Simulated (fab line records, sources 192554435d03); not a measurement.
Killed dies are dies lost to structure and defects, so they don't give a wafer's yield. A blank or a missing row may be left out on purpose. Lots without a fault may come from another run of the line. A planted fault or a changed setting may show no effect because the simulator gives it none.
A struck lot beside a sound one | flow n5_finfet | 15 steps out of a route of 1938
Sound: wafers L408.1, L408.4, L408.6. Struck: wafer L421.2. (L421.1, L421.4 of the same lot were not struck and are left out.) The cause comes at the end.
At each step with rows: each side's tool, then ch and its chambers, then its first start. Under that, the readings that differ: sound wafers | struck wafers | difference of the means | sigmas: that difference in standard deviations of wafers without a fault.
alike: readings whose means differ by less than 2 such deviations, and words and numbers that are the same on both sides. not compared: withheld readings, readings that some wafer has no value for, bounds like >300 that may hide the same value, and numbers for which the record gives no deviation and whose values overlap.
The two part at a step that has a row with sigmas, a row that says differs or no value, or rows on one side only. Numbers that don't overlap but have no deviation are shown without sigmas and don't part them. A reading that every wafer of one side lacks parts them only if that side has two wafers or more.

first, 1 step without rows for these wafers: N5_BEOL_M2_DEVELOP_27 (develop time 30 s).
N5_BEOL_M2_CD_MEAS_28: target cd 26.2 nm, target cd y 24.1 nm.
  sound on cd_sem-02 ch 0, day 6 15:24; struck on cd_sem-03 ch 0, day 11 02:10
  alike: cd_nm
N5_BEOL_M2_OVL_MEAS_29:
  sound on overlay-01 ch 0, day 6 15:26; struck on overlay-01 ch 0, day 11 02:11
  alike: V1_OVL
N5_BEOL_M2_INSPECT_30: inspects for defects (brightfield).
  sound on defect_inspect-01, day 6 15:29; struck on defect_inspect-01, day 11 02:15
  alike: raw_defect_count
N5_BEOL_M2_DESCUM_33: chemistry O2, time 7 s.
  sound on rie_diel-06 ch 0,3, day 6 15:32; struck on rie_diel-05 ch 3, day 11 02:17
  alike: drypump_motor_current_A, oes_product_au, rf_vpp_V, showerhead_plenum_p_Torr, throttle_valve_pct
  not compared: rf_hours_counter_h
N5_BEOL_M2_ETCH_77: etches underlayer in N2/H2, target depth 6.5 nm, time 5.2 s.
  sound on rie_diel-06 ch 0,3, day 6 15:34; struck on rie_diel-05 ch 3, day 11 02:19
  reading            | sound             | struck | difference | sigmas
  rf_fwd_power_W (W) | 821.7 817.8 824.8 | 815.5  | -5.9       | -2
  rf_vpp_V (V)       | 524.3 525.0 524.2 | 528.6  | +4.1       | +2
  alike: bias_w, drypump_motor_current_A, etch_rf_on_time_s, oes_product_au, showerhead_plenum_p_Torr, throttle_valve_pct
  not compared: rf_hours_counter_h
N5_BEOL_M2_ETCH_69: etches SiARC in CF4, target depth 15.6 nm, time 26 s.
  sound on rie_diel-06 ch 0,3, day 6 15:35; struck on rie_diel-05 ch 3, day 11 02:20
  alike: bias_w, drypump_motor_current_A, etch_rf_on_time_s, oes_product_au, rf_fwd_power_W, rf_vpp_V, showerhead_plenum_p_Torr, throttle_valve_pct
  not compared: rf_hours_counter_h
then, 1 step without rows for these wafers: N5_BEOL_M2_ALD_98 (deposits SiO2, target thk 2.5 nm, pulse time 1 s, co reactant pulse time 1 s).
N5_BEOL_M2_ETCHBACK_99: etches SiO2 in CHF3, target depth 5 nm, time 10.4 s.
  sound on rie_diel-02 ch 0,1, day 7 07:29; struck on rie_diel-05 ch 3, day 11 03:44
  reading                | sound             | struck | difference | sigmas
  throttle_valve_pct (%) | 17.37 17.20 17.36 | 16.85  | -0.46      | -2
  alike: CHF3_flow_sccm, bias_w, drypump_motor_current_A, oes_product_au, rf_vpp_V, showerhead_plenum_p_Torr
  not compared: rf_hours_counter_h
N5_BEOL_M2_ETCH_70: etches SOC in N2/H2, target depth 80 nm, overetch 24 nm, time 130 s.
  sound on rie_diel-02 ch 0,1, day 7 07:32; struck on rie_diel-05 ch 3, day 11 03:46
  alike: bias_w, drypump_motor_current_A, oes_product_au, rf_fwd_power_W, rf_vpp_V, showerhead_plenum_p_Torr, throttle_valve_pct
  not compared: rf_hours_counter_h
then, 2 steps without rows for these wafers: N5_BEOL_M2_STRIP_71 (strips in N2/H2); N5_BEOL_M2_STRIP_78 (strips in N2/H2).
N5_BEOL_M2_VIA_ETCH_34: etches the open film in C4F6/O2, target depth 69.4 nm, time 65.9 s.
  sound on rie_diel-02 ch 0,1, day 7 07:38; struck on rie_diel-05 ch 3, day 11 03:52
  reading                                  | sound             | struck | difference | sigmas
  rf_fwd_power_W (W)                       | 349.4 347.2 347.7 | 261.0  | -87.1      | -62
  rf_vpp_V (V)                             | 655 660 654       | 744    | +88        | +9
  model.etch.depth_nm (nm)                 | 69.07 67.26 68.72 | 63.78  | -4.57      |
  model.SOC_of_BEOL_M2_COAT_67.thk_nm (nm) | 51.8 52.2 51.8    | 52.8   | +0.9       |
  alike: bias_w, drypump_motor_current_A, oes_product_au, showerhead_plenum_p_Torr, throttle_valve_pct
  not compared: rf_hours_counter_h
then, 1 step without rows for these wafers: N5_BEOL_M2_STRIP_83 (strips in C4F6/O2).
N5_BEOL_M4_RC_MEAS_101:
  sound on prober-02 ch 0, day 9 11:40; struck on prober-01 ch 0, day 12 20:59
  reading   | sound       | struck | difference | sigmas
  VT_N (mV) | 254 253 251 | 244    | -9         | -2
  alike: DIBL_N, DIBL_P, IOFF_N, IOFF_P, ION_N, ION_P, SS_N, SS_P, VT_P

WHERE THEY PART
First at N5_BEOL_M2_ETCH_77; last, within this record, at N5_BEOL_M4_RC_MEAS_101.

WHY: what the simulator had put in
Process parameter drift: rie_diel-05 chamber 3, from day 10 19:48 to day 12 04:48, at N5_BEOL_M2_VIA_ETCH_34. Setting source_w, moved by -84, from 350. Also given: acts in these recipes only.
